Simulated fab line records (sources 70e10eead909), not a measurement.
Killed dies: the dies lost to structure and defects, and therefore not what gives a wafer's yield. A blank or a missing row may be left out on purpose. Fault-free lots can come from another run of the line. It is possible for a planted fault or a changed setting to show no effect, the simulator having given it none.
fab line records	flow nand-harc	part 1 of 2: steps 1 to 26 of 39
record lots=5	wafers=15	last-day=23
route steps=1159 shown P_STI@87 P_GATE@110
lots with no fault: from the same line, run without faults
start-h: hours from the record's opening day to when the first of the lot's shown wafers began	wait-h: hours from the lot's prior step to this one	" same as the row above	L1.1+2: a single row standing in for several wafers	- either no value or no given start	* or withheld: withheld	< > ~ a bound
route shown NAME@n: NAME is a module with steps in the file, n the number in the route of the first one	usual: mean/standard deviation of fault-free wafers	same: alike in all rows	chamber/n: place in a boat	sites: the reading at each site	_std_site: the values' standard deviation	_edge_site: mean of outer sites minus mean of inner sites	radius-mm: how far each site lies from the wafer's centre	mask NAME#n: copy n	behind: the most recent tool/chamber to have shaped the wafer	hold: why the lot went on hold/how many hours it stayed there/how the hold came to an end	device: which transistor (n, p or np) failed to switch	end of line: tests of these same wafers at the route's end	for a step that has no rows: nothing shown but its recipe	killed: at the first sort, the dies lost to defects and structure; wafer yield is something else	map: a wafer's dies, x killed, . not, _ none there
set.NAME: setting as actually run; set.NAME@STEP: the setting as run at that earlier step	model.NAME: the simulator's own value behind a step, which no gauge read
certain route steps with their lots: each step a table, each wafer a row
services: from which hour (start-h, from the record's first day; less than 0 if before it) a tool's chamber was out of use, for how many hours, and why
## steps
# step NHARC_P_STI_DESCUM_14
# recipe time-s=3	o2-flow-sccm=200	ar-flow-sccm=0	bias-power-w=0	chemistry=O2
# usual drypump-motor-current-A=5.6/0.35	oes-product-au=1.002/0.011	rf-vpp-V=57.8/0.85	showerhead-plenum-p-Torr=1.93/0.087	throttle-valve-pct=11.311/0.0094
# same time-s=3
lot.wafer	tool	chamber	start-h	wait-h	drypump-motor-current-A	oes-product-au	rf-hours-counter-h	rf-vpp-V	showerhead-plenum-p-Torr	throttle-valve-pct
L074.4	rie-diel-12	2	35.33	-	5.4	1.006	0.1	59.1	1.92	11.299
L074.2	"	3	"	"	5.4	0.988	0.0	59.4	2.03	11.313
L074.6	"	2	"	"	5.4	1.014	-	58.6	1.92	11.317
L083.4	rie-diel-12	0	89.23	-	6.4	1.012	1.5	59.2	2.05	11.317
L083.2	"	2	"	"	5.3	0.978	1.5	57.2	1.92	11.303
L083.3	"	3	"	"	5.4	0.987	1.4	57.4	2.03	11.319
L087.3	rie-diel-12	0	118.95	-	6.4	1.020	2.3	58.7	2.05	11.311
L087.4	"	2	"	"	5.4	0.994	2.2	58.3	1.92	11.317
L087.5	"	0	"	"	6.4	1.018	-	59.1	2.05	11.308
L090.3	rie-diel-10	3	127.65	-	5.4	0.999	4.3	57.5	2.00	11.311
L090.5	"	1	"	"	5.2	1.007	-	56.6	1.83	11.305
L090.4	"	3	"	"	5.4	1.000	-	56.8	2.00	11.318
L092.1	rie-diel-10	3	143.81	-	5.4	1.001	5.2	59.3	2.00	11.314
L092.3	"	2	"	"	5.6	0.992	5.5	58.0	1.79	11.307
L092.6	"	0	"	"	5.9	1.009	-	58.2	1.93	11.305
# step NHARC_P_STI_ETCH_42
# recipe target-depth-a=800	overetch-a=240	time-s=61	ion-energy-ev=200	n2-flow-sccm=150	h2-flow-sccm=150	ar-flow-sccm=0	rf-w=400	bias-w=150	chemistry=N2/H2
# usual bias-w=150.0/0.43	drypump-motor-current-A=5.6/0.36	oes-product-au=1.003/0.011	rf-vpp-V=430.9/2.6	showerhead-plenum-p-Torr=2.06/0.093	throttle-valve-pct=14.172/0.01
# same time-s=61
lot.wafer	tool	chamber	start-h	wait-h	bias-w	drypump-motor-current-A	oes-product-au	rf-hours-counter-h	rf-vpp-V	showerhead-plenum-p-Torr	throttle-valve-pct
L074.2	rie-diel-12	3	35.41	0.1	149.8	5.4	0.989	0.0	434.2	2.16	14.172
L074.4	"	0	"	"	150.1	6.4	1.009	0.1	434.5	2.19	14.176
L074.6	"	3	"	"	150.6	5.4	0.994	-	433.9	2.16	14.175
L083.3	rie-diel-12	0	89.32	0.1	149.8	6.4	1.009	1.5	434.9	2.19	14.175
L083.4	"	1	"	"	149.9	6.1	0.997	1.6	429.5	1.97	14.173
L083.2	"	3	"	"	149.1	5.4	1.007	1.4	433.2	2.16	14.175
L087.3	rie-diel-12	2	119.05	0.1	149.6	5.5	0.992	2.3	430.8	2.04	14.169
L087.4	"	3	"	"	149.6	5.4	1.007	1.7	432.9	2.16	14.174
L087.5	"	1	"	"	149.7	6.1	0.998	-	427.2	1.97	14.170
L090.3	rie-diel-10	3	127.74	0.1	149.9	5.4	0.994	4.3	433.5	2.14	14.162
L090.4	"	3	"	"	150.5	5.4	0.986	-	433.8	2.14	14.176
L090.5	"	1	"	"	150.1	5.2	1.001	-	427.8	1.95	14.174
L092.1	rie-diel-10	3	143.90	0.1	150.1	5.5	1.001	5.2	431.9	2.14	14.179
L092.3	"	0	"	"	149.7	5.9	1.029	4.2	431.4	2.05	14.169
L092.6	"	2	"	"	150.5	5.5	1.018	-	426.5	1.90	14.146
# step NHARC_P_STI_ETCH_31
# recipe target-depth-a=1089	time-s=54.5	cf4-flow-sccm=100	chf3-flow-sccm=30	ar-flow-sccm=0	rf-w=500	bias-w=200	chemistry=CF4/CHF3
# usual bias-w=200.0/0.56	cf4-flow-sccm=100.05/0.27	drypump-motor-current-A=5.6/0.35	oes-product-au=0.961/0.02	rf-vpp-V=371.0/2.3	showerhead-plenum-p-Torr=1.58/0.068	throttle-valve-pct=16.802/0.0083
# same time-s=54.5
lot.wafer	tool	chamber	start-h	wait-h	bias-w	cf4-flow-sccm	drypump-motor-current-A	oes-product-au	rf-hours-counter-h	rf-vpp-V	showerhead-plenum-p-Torr	throttle-valve-pct
L074.2	rie-diel-12	0	-	-	199.5	100.18	6.4	1.001	0.1	373.0	1.68	16.809
L074.4	"	2	"	"	199.5	100.45	5.4	0.953	0.1	370.6	1.58	16.810
L074.6	"	1	"	"	198.9	100.53	6.1	0.962	-	369.0	1.52	16.796
L083.2	rie-diel-12	3	-	-	199.5	100.07	5.4	0.981	1.4	373.8	1.66	16.803
L083.3	"	0	"	"	200.2	100.27	6.4	0.978	1.5	373.4	1.68	16.789
L083.4	"	1	"	"	201.0	99.86	6.1	0.968	1.6	368.4	1.52	16.804
L087.3	rie-diel-12	1	-	-	199.8	99.59	6.1	0.961	2.4	370.2	1.52	16.812
L087.4	"	2	"	"	199.3	100.07	5.3	0.952	2.3	371.7	1.58	16.811
L087.5	"	0	"	"	199.3	100.02	6.4	0.963	-	375.2	1.68	16.793
L090.3	rie-diel-10	2	-	-	199.7	100.51	5.6	0.962	4.8	368.3	1.48	16.806
L090.4	"	3	"	"	199.8	100.39	5.4	0.967	-	372.1	1.65	16.806
L090.5	"	1	"	"	198.9	100.03	5.2	0.972	-	368.1	1.51	16.812
L092.1	rie-diel-10	1	-	-	198.9	100.10	5.2	0.987	5.3	366.8	1.51	16.789
L092.3	"	2	"	"	199.9	100.37	5.5	0.979	5.5	368.3	1.48	16.802
L092.6	"	3	"	"	198.9	100.02	5.5	0.975	-	375.4	1.64	16.803
# step NHARC_P_STI_ETCH_15
# recipe target-depth-a=3000	taper-deg=4	time-s=100.1	hbr-flow-sccm=150	cl2-flow-sccm=50	rf-w=400	icp-w=400	bias-w=100	chemistry=HBr/Cl2
# usual bias-w=100.0/0.32	drypump-motor-current-A=5.65/0.24	hbr-flow-sccm=150.0/0.49	oes-product-au=1.001/0.011	throttle-valve-pct=26.405/0.0088
# same time-s=100.1
lot.wafer	tool	chamber	start-h	wait-h	bias-w	drypump-motor-current-A	hbr-flow-sccm	oes-product-au	rf-hours-counter-h	throttle-valve-pct
L074.2	rie-si-03	1	35.62	-	100.5	5.78	149.9	0.973	0.4	26.401
L074.4	"	2	"	"	99.9	5.58	149.6	0.978	0.4	26.408
L074.6	"	1	"	"	100.2	5.76	149.8	0.974	-	26.409
L083.4	rie-si-05	1	89.51	-	99.9	5.78	149.4	0.993	0.2	26.408
L083.3	"	2	"	"	99.5	5.29	150.2	1.004	0.1	26.402
L083.2	"	0	"	"	99.8	5.33	150.4	1.009	0.2	26.417
L087.4	rie-si-01	0	119.26	-	100.0	5.88	150.4	0.992	1.2	26.422
L087.3	"	1	"	"	99.2	5.55	149.8	0.986	1.1	26.394
L087.5	"	3	"	"	99.9	5.56	150.2	1.008	-	26.391
L090.3	rie-si-03	1	127.98	-	100.4	5.77	150.0	0.994	1.0	26.404
L090.4	"	2	"	"	99.2	5.63	149.4	0.978	0.9	26.412
L090.5	"	0	"	"	100.3	6.29	149.9	1.000	-	26.396
L092.3	rie-si-05	2	144.09	-	100.0	5.30	150.9	0.993	0.5	26.413
L092.1	"	1	"	"	99.7	5.78	150.0	1.000	0.6	26.406
L092.6	"	2	"	"	99.9	5.31	149.7	0.987	-	26.398
# step NHARC_P_STI_CD_MEAS_16
# usual cd-nm=199/3.2
lot.wafer	tool	chamber	start-h	wait-h	cd-nm
L074.2	cd-sem-02	-	35.77	-	197
L074.4	"	-	"	"	199
L074.6	"	-	"	"	202
L083.2	cd-sem-03	-	89.67	-	197
L083.3	"	-	"	"	194
L083.4	"	-	"	"	201
L087.3	cd-sem-03	-	119.39	-	201
L087.4	"	-	"	"	203
L087.5	"	-	"	"	203
L090.3	cd-sem-03	-	128.11	-	202
L090.4	"	-	"	"	204
L090.5	"	-	"	"	207
L092.1	cd-sem-02	-	144.25	-	195
L092.3	"	-	"	"	193
L092.6	"	-	"	"	198
# step NHARC_P_STI_OCD_MEAS_17
# usual trench-depth-nm=301/4.7	trench-foot-cd-nm=157.5/3
lot.wafer	tool	chamber	start-h	wait-h	trench-depth-nm	trench-foot-cd-nm
L074.2	ocd-01	-	35.85	0.1	292	157.0
L074.4	"	-	"	"	292	156.9
L074.6	"	-	"	"	289	162.7
L083.2	ocd-01	-	89.76	0.1	303	155.2
L083.3	"	-	"	"	305	152.9
L083.4	"	-	"	"	300	157.6
L087.3	ocd-02	-	119.48	0.1	295	159.1
L087.4	"	-	"	"	296	162.9
L087.5	"	-	"	"	303	158.3
L090.3	ocd-02	-	128.20	0.1	297	161.6
L090.4	"	-	"	"	288	162.0
L090.5	"	-	"	"	301	164.2
L092.1	ocd-02	-	144.34	0.1	295	153.0
L092.3	"	-	"	"	299	156.0
L092.6	"	-	"	"	297	157.4
# step NHARC_P_STI_STRIP_19
# recipe time-s=900	temp-c=130	chemistry=SPM
# same time-s=900
lot.wafer	tool	chamber	start-h	wait-h
L074.6+2+4	wet-bench-07	2,3,4	35.91	0.1
L083.2+3+4	wet-bench-09	4,6,7	89.82	0.1
L087.4+3+5	wet-bench-07	7,1,2	119.58	0.1
L090.4+5+3	wet-bench-04	7,3,4	128.25	0.0
L092.1+6+3	wet-bench-09	6,7,0	144.41	0.1
# step NHARC_P_STI_PRECLEAN_32
# recipe time-s=*	temp-c=50	bath-age-min=0	chemistry=SC1
# usual h2o2-flow-mL-min=56.61/0.17	nh4oh-flow-mL-min=28.30/0.097
# same time-s=*
lot.wafer	tool	chamber	start-h	wait-h	h2o2-flow-mL-min	nh4oh-flow-mL-min
L074.6	wet-bench-07	2	-	-	56.62	28.37
L074.2	"	3	"	"	56.67	28.32
L074.4	"	4	"	"	56.49	28.18
L083.2	wet-bench-09	4	-	-	56.66	28.30
L083.3	"	6	"	"	56.77	28.39
L083.4	"	7	"	"	56.72	28.30
L087.4	wet-bench-07	7	-	-	56.70	28.28
L087.3	"	1	"	"	56.39	28.31
L087.5	"	2	"	"	56.75	28.32
L090.4	wet-bench-04	7	-	-	56.39	28.38
L090.5	"	3	"	"	56.45	28.58
L090.3	"	4	"	"	56.86	28.19
L092.1	wet-bench-09	6	-	-	56.60	28.41
L092.6	"	7	"	"	56.67	28.38
L092.3	"	0	"	"	56.59	28.20
# step NHARC_P_STI_SRD_23
lot.wafer	tool	chamber	start-h	wait-h
L074.6+2+4	wet-bench-07	2,3,4	-	-
L083.2+3+4	wet-bench-09	4,6,7	-	-
L087.4+3+5	wet-bench-07	7,1,2	-	-
L090.4+5+3	wet-bench-04	7,3,4	-	-
L092.1+6+3	wet-bench-09	6,7,0	-	-
# step NHARC_P_STI_OCD_MEAS_43
# usual trench-depth-nm=301/4.7	trench-foot-cd-nm=157.5/3
lot.wafer	tool	chamber	start-h	wait-h	trench-depth-nm	trench-foot-cd-nm
L074.2	ocd-02	-	36.36	-	292	157.2
L074.4	"	-	"	"	291	157.3
L074.6	"	-	"	"	289	162.6
L083.2	ocd-02	-	90.28	-	303	155.1
L083.3	"	-	"	"	304	152.1
L083.4	"	-	"	"	299	157.7
L087.3	ocd-02	-	120.03	-	296	159.2
L087.4	"	-	"	"	296	163.0
L087.5	"	-	"	"	303	158.3
L090.3	ocd-02	-	128.71	-	297	161.9
L090.4	"	-	"	"	289	162.0
L090.5	"	-	"	"	301	162.8
L092.1	ocd-02	-	144.85	-	295	154.0
L092.3	"	-	"	"	299	156.0
L092.6	"	-	"	"	297	156.8
# step NHARC_P_STI_OXIDE_33
# recipe target-thk-a=100	temp-c=1000	ox-time-s=281	material=SiO2
lot.wafer	tool	chamber	start-h	wait-h
L074.2+4+6	furnace-06	0	40.75	4.4
L083.2+3+4	furnace-04	0	93.92	3.6
L087.3+4+5	furnace-04	0	123.60	3.6
L090.3+4+5	furnace-07	0	132.85	4.1
L092.1+3+6	furnace-07	0	149.88	5.0
# step NHARC_P_STI_HDPCVD_20
# recipe target-thk-a=withheld	sigma-open-frac=withheld	material=SiO2
lot.wafer	tool	chamber	start-h	wait-h
L074.2+4+6	hdpcvd-01	1,1,0	45.43	0.4
L083.2+3+4	hdpcvd-01	0,1,0	98.73	0.5
L087.4+3+5	hdpcvd-01	0,1,0	128.95	1.0
L090.3+4+5	hdpcvd-01	0,1,1	137.78	0.5
L092.1+3+6	hdpcvd-01	1,1,0	154.70	0.5
# step NHARC_P_STI_ANNEAL_34
# recipe temp-c=1000	time-s=1800
# usual tube_center_temp_C_max=1002.6/0.45
# same time-s=1800
lot.wafer	tool	chamber	start-h	wait-h	tube_center_temp_C_max
L074.2	furnace-04	0	50.05	4.5	1002.3
L074.4	"	0	"	"	1002.3
L074.6	"	0	"	"	1002.4
L083.2	furnace-07	0	110.63	11.8	1003.0
L083.3	"	0	"	"	1002.0
L083.4	"	0	"	"	1002.5
L087.3	furnace-06	0	129.63	0.5	1002.0
L087.4	"	0	"	"	1002.5
L087.5	"	0	"	"	1003.5
L090.3	furnace-04	0	141.82	4.0	1002.6
L090.4	"	0	"	"	1002.7
L090.5	"	0	"	"	1003.6
L092.1	furnace-06	0	160.27	5.5	1002.9
L092.3	"	0	"	"	1002.6
L092.6	"	0	"	"	1002.6
# step NHARC_P_STI_CMP_21
# recipe t-overpolish-s=20	target-thk-nm=380.67
# usual edge-zone-pressure-frac=0.999/0.0048	motor-current-A=11.8/0.94	overpolish-run-s=20.000/0.0092
lot.wafer	tool	chamber	start-h	wait-h	edge-zone-pressure-frac	motor-current-A	overpolish-run-s
L074.4	cmp-02	0	55.02	0.4	1.001	10.9	20.001
L074.2	"	1	"	"	1.004	10.8	20.001
L074.6	"	0	"	"	0.998	10.9	20.005
L083.4	cmp-02	0	115.50	0.4	0.989	11.3	20.004
L083.2	"	1	"	"	0.998	12.0	19.996
L083.3	"	3	"	"	0.998	11.3	20.029
L087.3	cmp-04	1	134.57	0.4	1.000	13.8	19.989
L087.4	"	3	"	"	0.991	12.4	20.007
L087.5	"	0	"	"	0.996	12.6	20.016
L090.3	cmp-03	1	146.82	0.5	1.000	11.3	20.008
L090.4	"	3	"	"	1.002	12.5	19.997
L090.5	"	1	"	"	1.004	10.7	19.995
L092.1	cmp-03	3	165.17	0.4	1.002	12.2	19.999
L092.3	"	2	"	"	1.004	11.8	20.010
L092.6	"	0	"	"	1.003	11.8	20.008
# step NHARC_P_STI_SRD_35
lot.wafer	tool	chamber	start-h	wait-h
L074.6+4+2	wet-bench-04	0,3,4	55.30	0.0
L083.2+3+4	wet-bench-04	7,0,4	115.80	0.0
L087.4+3+5	wet-bench-07	1,2,3	134.86	0.1
L090.5+4+3	wet-bench-07	0,2,3	147.12	0.0
L092.6+1+3	wet-bench-07	1,2,6	165.47	0.0
# step NHARC_P_STI_ETCH_36
# recipe target-depth-a=388	chemistry=dHF	material=SiO2
lot.wafer	tool	chamber	start-h	wait-h
L074.6+4+2	wet-bench-04	0,3,4	55.32	0.0
L083.2+3+4	wet-bench-04	7,0,4	115.82	0.0
L087.4+3+5	wet-bench-07	1,2,3	134.88	0.0
L090.5+4+3	wet-bench-07	0,2,3	147.15	0.0
L092.6+1+3	wet-bench-07	1,2,6	165.49	0.0
# step NHARC_P_STI_STRIP_24
# recipe temp-c=160	chemistry=H3PO4	material=Si3N4
lot.wafer	tool	chamber	start-h	wait-h
L074.6+4+2	wet-bench-04	0,3,4	55.34	0.0
L083.2+3+4	wet-bench-04	7,0,4	115.83	0.0
L087.4+3+5	wet-bench-07	1,2,3	134.90	0.0
L090.5+4+3	wet-bench-07	0,2,3	147.16	0.0
L092.6+1+3	wet-bench-07	1,2,6	165.50	0.0
# step NHARC_P_STI_ETCH_37
# recipe target-depth-a=110	chemistry=dHF	material=SiO2
lot.wafer	tool	chamber	start-h	wait-h
L074.6+4+2	wet-bench-04	0,3,4	-	-
L083.2+3+4	wet-bench-04	7,0,4	-	-
L087.4+3+5	wet-bench-07	1,2,3	-	-
L090.5+4+3	wet-bench-07	0,2,3	-	-
L092.6+1+3	wet-bench-07	1,2,6	-	-
# step NHARC_P_STI_PRECLEAN_38
# recipe time-s=*	temp-c=50	bath-age-min=0	chemistry=SC1
# usual h2o2-flow-mL-min=56.62/0.18	nh4oh-flow-mL-min=28.31/0.089
# same time-s=*
lot.wafer	tool	chamber	start-h	wait-h	h2o2-flow-mL-min	nh4oh-flow-mL-min
L074.6	wet-bench-04	0	-	-	56.93	28.35
L074.4	"	3	"	"	56.49	28.23
L074.2	"	4	"	"	56.79	28.31
L083.2	wet-bench-04	7	-	-	57.05	28.41
L083.3	"	0	"	"	56.56	28.27
L083.4	"	4	"	"	56.28	28.38
L087.4	wet-bench-07	1	-	-	56.65	28.26
L087.3	"	2	"	"	56.47	28.30
L087.5	"	3	"	"	56.27	28.39
L090.5	wet-bench-07	0	-	-	56.64	28.33
L090.4	"	2	"	"	56.25	28.30
L090.3	"	3	"	"	56.45	28.29
L092.6	wet-bench-07	1	-	-	56.39	28.23
L092.1	"	2	"	"	56.58	28.18
L092.3	"	6	"	"	56.50	28.27
# step NHARC_P_STI_SRD_39
lot.wafer	tool	chamber	start-h	wait-h
L074.6+4+2	wet-bench-04	0,3,4	-	-
L083.2+3+4	wet-bench-04	7,0,4	-	-
L087.4+3+5	wet-bench-07	1,2,3	-	-
L090.5+4+3	wet-bench-07	0,2,3	-	-
L092.6+1+3	wet-bench-07	1,2,6	-	-
# step NHARC_P_STI_OXIDE_40
# recipe target-thk-a=100	temp-c=900	ox-time-s=1362	material=SiO2
lot.wafer	tool	chamber	start-h	wait-h
L074.2+4+6	furnace-07	0	59.42	-
L083.2+3+4	furnace-04	0	119.85	-
L087.3+4+5	furnace-06	0	138.98	-
L090.3+4+5	furnace-06	0	152.29	-
L092.1+3+6	furnace-06	0	169.61	-
# step NHARC_P_STI_INSPECT_25
# usual raw-defect-count=219/85
lot.wafer	tool	chamber	start-h	wait-h	raw-defect-count
L074.2	defect-inspect-01	-	63.53	0.4	128
L074.4	"	-	"	"	103
L074.6	"	-	"	"	218
L083.2	defect-inspect-02	-	123.93	0.4	203
L083.3	"	-	"	"	442
L083.4	"	-	"	"	395
L087.3	defect-inspect-02	-	143.05	0.4	174
L087.4	"	-	"	"	153
L087.5	"	-	"	"	115
L090.3	defect-inspect-02	-	156.30	0.4	177
L090.4	"	-	"	"	148
L090.5	"	-	"	"	223
L092.1	defect-inspect-02	-	173.66	0.4	168
L092.3	"	-	"	"	144
L092.6	"	-	"	"	133
# step NHARC_P_GATE_ETCH_69
# recipe target-depth-a=140	chemistry=dHF	material=SiO2
lot.wafer	tool	chamber	start-h	wait-h
L074.6+4+2	wet-bench-06	4,5,0	63.58	0.0
L083.3+4+2	wet-bench-03	1,2,3	124.03	0.1
L087.5+3+4	wet-bench-02	3,5,6	143.12	0.1
L090.4+5+3	wet-bench-03	2,4,6	156.35	0.0
L092.1+6+3	wet-bench-03	7,1,2	173.71	0.1
# step NHARC_P_GATE_PRECLEAN_70
# recipe time-s=*	temp-c=50	bath-age-min=0	chemistry=SC1
# usual h2o2-flow-mL-min=56.61/0.2	nh4oh-flow-mL-min=28.32/0.097
# same time-s=*
lot.wafer	tool	chamber	start-h	wait-h	h2o2-flow-mL-min	nh4oh-flow-mL-min
L074.6	wet-bench-06	4	63.67	0.1	56.38	28.32
L074.4	"	5	"	"	56.52	28.28
L074.2	"	0	"	"	56.83	28.17
L083.3	wet-bench-03	1	124.08	0.0	56.74	28.38
L083.4	"	2	"	"	56.81	28.31
L083.2	"	3	"	"	56.51	28.32
L087.5	wet-bench-02	3	143.22	0.1	56.81	28.35
L087.3	"	5	"	"	56.42	28.29
L087.4	"	6	"	"	56.82	28.32
L090.4	wet-bench-03	2	156.45	0.1	56.97	28.19
L090.5	"	4	"	"	56.65	28.37
L090.3	"	6	"	"	56.59	28.17
L092.1	wet-bench-03	7	173.81	0.1	56.57	28.37
L092.6	"	1	"	"	56.56	28.20
L092.3	"	2	"	"	56.47	28.18
# step NHARC_P_GATE_SRD_01
lot.wafer	tool	chamber	start-h	wait-h
L074.6+4+2	wet-bench-06	4,5,0	-	-
L083.3+4+2	wet-bench-03	1,2,3	-	-
L087.5+3+4	wet-bench-02	3,5,6	-	-
L090.4+5+3	wet-bench-03	2,4,6	-	-
L092.1+6+3	wet-bench-03	7,1,2	-	-
# step NHARC_P_GATE_OXIDE_02
# recipe target-thk-a=375	temp-c=950	p-h2o-torr=720	ox-time-s=365	material=SiO2
lot.wafer	tool	chamber	start-h	wait-h
L074.2+4+6	furnace-08	0	63.94	-
L083.2+3+4	furnace-03	0	127.21	-
L087.3+4+5	furnace-05	0	146.30	-
L090.3+4+5	furnace-08	0	159.58	-
L092.1+3+6	furnace-05	0	176.71	-
